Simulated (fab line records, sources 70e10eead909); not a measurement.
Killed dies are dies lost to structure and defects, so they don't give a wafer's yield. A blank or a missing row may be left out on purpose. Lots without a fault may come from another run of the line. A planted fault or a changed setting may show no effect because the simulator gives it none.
Chamber matching | flow nand_harc | NHARC_A_BLC_ETCH_16 on rie_diel-06: 4 sister chambers
The step etches the open film in CF4, target depth 39 nm, time 65 s. 27 wafers are shown with their chamber, then 12 later ones without.

WAFERS WITH THEIR CHAMBER
wafer  | chamber | drypump_motor_current_A (A) | rf_vpp_V (V) | oes_product_au (a.u.)
L075.1 | 3       | 5.9                         | 150.2        | 1.005
L075.2 | 1       | 5.9                         | 152.2        | 1.008
L075.3 | 0       | 4.8                         | 152.3        | 0.997
L077.1 | 0       | 4.7                         | 151.7        | 1.005
L077.2 | 1       | 6.0                         | 152.5        | 1.014
L077.3 | 2       | 5.8                         | 150.7        | 0.994
L081.1 | 2       | 5.8                         | 149.3        | 1.022
L081.2 | 1       | 5.9                         | 153.4        | 0.992
L081.4 | 3       | 5.9                         | 149.0        | 0.991
L085.2 | 0       | 4.8                         | 153.3        | 1.013
L085.3 | 2       | 5.8                         | 152.1        | 1.018
L085.6 | 2       | 5.8                         | 151.8        | 1.009
L086.2 | 3       | 5.9                         | 149.0        | 0.996
L086.3 | 2       | 5.8                         | 151.3        | 1.010
L086.5 | 2       | 5.8                         | 150.8        | 1.012
L083.4 | 2       | 5.8                         | 151.3        | 1.011
L083.5 | 0       | 4.8                         | 151.8        | 1.009
L083.6 | 1       | 5.9                         | 150.9        | 0.982
L088.1 | 0       | 4.8                         | 152.5        | 1.011
L088.2 | 1       | 5.9                         | 152.1        | 0.978
L088.4 | 2       | 5.8                         | 151.8        | 1.019
L090.4 | 3       | 5.9                         | 149.8        | 0.990
L090.5 | 0       | 4.8                         | 151.2        | 1.012
L090.6 | 3       | 5.9                         | 151.7        | 1.000
L093.1 | 3       | 5.9                         | 149.7        | 0.999
L093.2 | 2       | 5.8                         | 150.7        | 1.017
L093.3 | 1       | 5.9                         | 151.1        | 0.991

SIGNATURES (means of the wafers above)
reading                 | chamber 0 | chamber 1 | chamber 2 | chamber 3 | scatter within a chamber
drypump_motor_current_A | 4.783     | 5.917     | 5.800     | 5.900     | 0.0269
rf_vpp_V                | 152.133   | 152.033   | 151.089   | 149.900   | 0.877
oes_product_au          | 1.00783   | 0.99417   | 1.01244   | 0.99683   | 0.00909
Rule: a wafer's distance from a chamber is the root of the sum, over the readings, of the square of ((its reading less the chamber's mean) divided by the reading's scatter). The wafer belongs to the nearest chamber; if the next one is less than 2 further off, it can't be placed. The scatter: the root of (the sum of the squares of (reading less its chamber's mean) over the shown wafers, divided by (wafers less chambers)).

WAFERS WITHOUT THEIR CHAMBER
wafer  | drypump_motor_current_A (A) | rf_vpp_V (V) | oes_product_au (a.u.)
L094.1 | 5.9                         | 150.8        | 0.998
L094.2 | 4.8                         | 151.6        | 1.017
L094.3 | 5.9                         | 151.4        | 0.994
L091.2 | 5.9                         | 150.3        | 1.016
L091.4 | 4.8                         | 152.0        | 1.007
L091.5 | 5.9                         | 150.5        | 1.001
L095.3 | 5.9                         | 149.2        | 0.999
L095.4 | 5.8                         | 151.4        | 1.024
L095.6 | 5.9                         | 149.7        | 0.998
L097.1 | 5.8                         | 151.1        | 1.000
L097.4 | 5.9                         | 151.6        | 0.993
L097.5 | 5.8                         | 150.8        | 1.009

WHICH CHAMBER EACH WENT THROUGH
wafer  | from the rows above          | in truth
L094.1 | can't be placed: 3 or 1      | 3
L094.2 | 0                            | 0
L094.3 | can't be placed: 1 or 3      | 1
L091.2 | can't be placed: 3 or 1 or 2 | 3
L091.4 | 0                            | 0
L091.5 | can't be placed: 3 or 1      | 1
L095.3 | 3                            | 3
L095.4 | 2                            | 2
L095.6 | 3                            | 3
L097.1 | 2                            | 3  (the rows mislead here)
L097.4 | can't be placed: 1 or 3      | 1
L097.5 | 2                            | 2
Placed correctly: 6 of 12. Can't be placed from these rows: 5 (the true chamber is among the candidates in 5). Placed wrongly: 1.
